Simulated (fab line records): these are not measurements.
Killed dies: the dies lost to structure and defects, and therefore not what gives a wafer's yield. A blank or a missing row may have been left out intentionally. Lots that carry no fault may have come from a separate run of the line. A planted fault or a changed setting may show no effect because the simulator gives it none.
Matching of chambers -- flow n5 finfet -- N5_FIN_SAQP_MANDREL2_REMOVE_60 on rie si-02: 4 sister chambers
The step chemistry HBr/Cl2/O2, target a-Si, stops on SiNx, bt time 10 s. 8 wafers are shown with their chamber, then 7 later ones without.

== WAFERS WITH THEIR CHAMBER ==
wafer,chamber,drypump motor current A (A),oes product au (a.u.)
L075.5,0,5.6,1.002
L083.1,2,5.4,0.973
L083.4,3,5.5,0.985
L088.1,3,5.4,0.980
L088.2,1,5.5,1.031
L088.3,0,5.6,0.991
L088.4,2,5.3,0.993
L088.5,1,5.5,1.021

== WAFERS WITH NO CHAMBER GIVEN ==
wafer,drypump motor current A (A),oes product au (a.u.)
L088.6,5.6,0.990
L093.2,5.4,0.975
L093.3,5.5,1.017
L093.5,5.5,1.010
L097.1,5.4,0.982
L097.2,5.6,0.993
L097.3,5.4,0.963

== CHAMBER TAKEN BY EACH ==
wafer,from the rows above,in truth
L088.6,0,0
L093.2,can't be placed: 3 or 2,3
L093.3,1,1
L093.5,can't be placed: 1 or 0 or 3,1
L097.1,can't be placed: 3 or 2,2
L097.2,0,0
L097.3,can't be placed: 3 or 2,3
3 of 7 placed correctly. Can't be placed from these rows: 4 (the true chamber is among the candidates in 4). 0 placed wrongly.
How it was worked out, from the rows above alone: a wafer's distance from a chamber is the root of the sum, over the readings, of the square of ((its reading less the chamber's mean) divided by the reading's scatter). The wafer belongs to the nearest chamber; if the next one is less than 2 further off, it can't be placed. The mean given for a chamber averages the wafers shown for that chamber. The scatter: take each reading less its chamber's mean, square it, sum over the shown wafers, divide by the number of wafers less the number of chambers, and take the root.
